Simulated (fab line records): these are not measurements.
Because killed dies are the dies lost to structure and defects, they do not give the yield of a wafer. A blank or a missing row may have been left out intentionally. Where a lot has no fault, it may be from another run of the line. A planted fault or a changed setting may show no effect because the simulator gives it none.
Matching of chambers | flow n5_finfet | 3 sister chambers for N5_BEOL_M2_ETCH_41 on rie_diel-02
The step etches SiCN in CH3F/O2, target depth 29.9 nm, time 52.5 s. 14 wafers are shown with their chamber, then 6 later ones without.

## WAFERS WITH THEIR CHAMBER
wafer  | chamber | drypump_motor_current_A (A) | throttle_valve_pct (%) | showerhead_plenum_p_Torr (Torr)
L507.3 | 1       | 6.3                         | 16.35                  | 2.08
L507.4 | 2       | 5.2                         | 16.66                  | 2.07
L507.5 | 2       | 5.2                         | 16.66                  | 2.07
L510.3 | 2       | 5.2                         | 16.68                  | 2.06
L510.5 | 2       | 5.2                         | 16.67                  | 2.06
L510.6 | 3       | 5.6                         | 16.38                  | 2.01
L511.1 | 1       | 6.2                         | 16.35                  | 2.07
L511.2 | 2       | 5.3                         | 16.69                  | 2.06
L511.5 | 1       | 6.2                         | 16.35                  | 2.07
L516.2 | 2       | 5.2                         | 16.70                  | 2.06
L516.5 | 3       | 5.6                         | 16.38                  | 2.01
L516.6 | 2       | 5.2                         | 16.69                  | 2.06
L524.2 | 3       | 5.6                         | 16.42                  | 2.00
L524.3 | 1       | 6.2                         | 16.41                  | 2.06

SIGNATURES (averages over the wafers above)
reading                  | chamber 1 | chamber 2 | chamber 3 | scatter within a chamber
drypump_motor_current_A  | 6.225     | 5.214     | 5.600     | 0.0382
throttle_valve_pct       | 16.3650   | 16.6786   | 16.3933   | 0.0219
showerhead_plenum_p_Torr | 2.0700    | 2.0629    | 2.0067    | 0.0061
Rule: a wafer lies at a distance from a chamber equal to the root of the sum of squares, over the readings, of (its reading less the chamber's mean, divided by the reading's scatter). The wafer belongs to the nearest chamber; if the next one is less than 2 further off, it can't be placed. The scatter is the square root of a quotient: the sum, over the shown wafers, of each reading's squared deviation from its chamber's mean, divided by wafers minus chambers.

## WAFERS WITH NO CHAMBER GIVEN
wafer  | drypump_motor_current_A (A) | throttle_valve_pct (%) | showerhead_plenum_p_Torr (Torr)
L524.6 | 6.2                         | 16.41                  | 2.06
L526.1 | 5.6                         | 16.45                  | 2.00
L526.3 | 6.3                         | 16.40                  | 2.06
L529.1 | 5.2                         | 16.26                  | 2.05
L529.3 | 5.6                         | 16.47                  | 1.99
L529.5 | 5.2                         | 16.27                  | 2.05

## WHICH CHAMBER EACH ONE RAN IN
wafer  | from the rows above | in truth
L524.6 | 1                   | 1
L526.1 | 3                   | 3
L526.3 | 1                   | 1
L529.1 | 3                   | 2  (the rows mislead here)
L529.3 | 3                   | 3
L529.5 | 3                   | 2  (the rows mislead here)
Correctly placed: 4 of 6. Not placeable from these rows: 0. Wrongly placed: 2.
